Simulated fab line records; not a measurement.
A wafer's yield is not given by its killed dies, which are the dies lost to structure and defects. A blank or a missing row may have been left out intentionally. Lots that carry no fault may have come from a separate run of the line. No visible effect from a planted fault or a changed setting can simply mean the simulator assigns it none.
Matching of chambers + flow nand harc + rie diel-04 running NHARC_A_STAIRCASE_DESCUM_252: 4 sister chambers
The step chemistry O2, time 3 s. 30 wafers are shown with their chamber, then 12 later ones without.

WAFERS PAIRED WITH THEIR CHAMBERS
| wafer  | chamber | drypump motor current A (A) | showerhead plenum p Torr (Torr) | rf vpp V (V) |
|--------|---------|-----------------------------|---------------------------------|--------------|
| L074.2 | 0       | 5.0                         | 1.80                            | 57.2         |
| L074.4 | 2       | 5.7                         | 1.87                            | 57.1         |
| L074.6 | 3       | 5.3                         | 1.99                            | 58.0         |
| L076.2 | 2       | 5.7                         | 1.87                            | 58.0         |
| L076.3 | 0       | 5.0                         | 1.80                            | 57.6         |
| L076.5 | 2       | 5.7                         | 1.87                            | 56.4         |
| L075.2 | 1       | 6.2                         | 1.84                            | 56.9         |
| L075.4 | 2       | 5.7                         | 1.87                            | 56.8         |
| L075.5 | 3       | 5.3                         | 1.99                            | 58.1         |
| L075.1 | 0       | 5.0                         | 1.80                            | 56.8         |
| L075.3 | 3       | 5.2                         | 1.99                            | 58.3         |
| L075.6 | 2       | 5.7                         | 1.87                            | 56.3         |
| L080.1 | 3       | 5.3                         | 1.99                            | 58.4         |
| L080.5 | 2       | 5.7                         | 1.87                            | 58.1         |
| L080.6 | 1       | 6.2                         | 1.84                            | 58.3         |
| L083.2 | 3       | 5.3                         | 1.99                            | 59.0         |
| L083.3 | 2       | 5.7                         | 1.87                            | 58.1         |
| L083.4 | 0       | 5.0                         | 1.79                            | 57.5         |
| L085.1 | 3       | 5.3                         | 1.98                            | 58.4         |
| L085.3 | 2       | 5.7                         | 1.87                            | 57.3         |
| L085.5 | 3       | 5.3                         | 1.98                            | 57.4         |
| L087.2 | 3       | 5.3                         | 1.98                            | 57.8         |
| L087.3 | 1       | 6.2                         | 1.84                            | 56.8         |
| L087.5 | 0       | 5.0                         | 1.79                            | 57.9         |
| L086.1 | 0       | 5.1                         | 1.79                            | 57.0         |
| L086.3 | 3       | 5.3                         | 1.98                            | 58.4         |
| L086.5 | 0       | 5.0                         | 1.79                            | 56.8         |
| L089.3 | 0       | 5.0                         | 1.79                            | 56.0         |
| L089.4 | 3       | 5.3                         | 1.98                            | 57.0         |
| L089.5 | 2       | 5.7                         | 1.86                            | 58.7         |

SIGNATURES (averages over the wafers above)
| reading                  | chamber 0 | chamber 1 | chamber 2 | chamber 3 | scatter within a chamber |
|--------------------------|-----------|-----------|-----------|-----------|--------------------------|
| drypump motor current A  | 5.013     | 6.200     | 5.700     | 5.290     | 0.0261                   |
| showerhead plenum p Torr | 1.7937    | 1.8400    | 1.8689    | 1.9850    | 0.0045                   |
| rf vpp V                 | 57.100    | 57.333    | 57.422    | 58.080    | 0.693                    |
Rule: a wafer lies at a distance from a chamber equal to the root of the sum of squares, over the readings, of (its reading less the chamber's mean, divided by the reading's scatter). If the next closest chamber is less than 2 further off than the closest, the wafer can't be placed; otherwise it belongs to the closest. The scatter: take each reading less its chamber's mean, square it, sum over the shown wafers, divide by the number of wafers less the number of chambers, and take the root.

WAFERS MISSING THEIR CHAMBER
| wafer  | drypump motor current A (A) | showerhead plenum p Torr (Torr) | rf vpp V (V) |
|--------|-----------------------------|---------------------------------|--------------|
| L090.1 | 6.2                         | 1.83                            | 56.4         |
| L090.2 | 5.7                         | 1.86                            | 59.8         |
| L090.3 | 5.3                         | 1.98                            | 58.7         |
| L093.2 | 6.2                         | 1.83                            | 56.7         |
| L093.3 | 5.3                         | 1.98                            | 57.5         |
| L093.6 | 6.2                         | 1.83                            | 58.2         |
| L094.1 | 5.0                         | 1.79                            | 56.8         |
| L094.3 | 6.2                         | 1.83                            | 58.5         |
| L094.5 | 5.0                         | 1.79                            | 57.6         |
| L097.2 | 5.1                         | 1.78                            | 56.8         |
| L097.3 | 5.7                         | 1.86                            | 58.4         |
| L097.6 | 5.3                         | 1.98                            | 58.8         |

THE CHAMBER EACH PASSED THROUGH
| wafer  | from the rows above | in truth |
|--------|---------------------|----------|
| L090.1 | 1                   | 1        |
| L090.2 | 2                   | 2        |
| L090.3 | 3                   | 3        |
| L093.2 | 1                   | 1        |
| L093.3 | 3                   | 3        |
| L093.6 | 1                   | 1        |
| L094.1 | 0                   | 0        |
| L094.3 | 1                   | 1        |
| L094.5 | 0                   | 0        |
| L097.2 | 0                   | 0        |
| L097.3 | 2                   | 2        |
| L097.6 | 3                   | 3        |
Placed correctly: 12 of 12. From these rows, 0 cannot be placed. 0 placed wrongly.
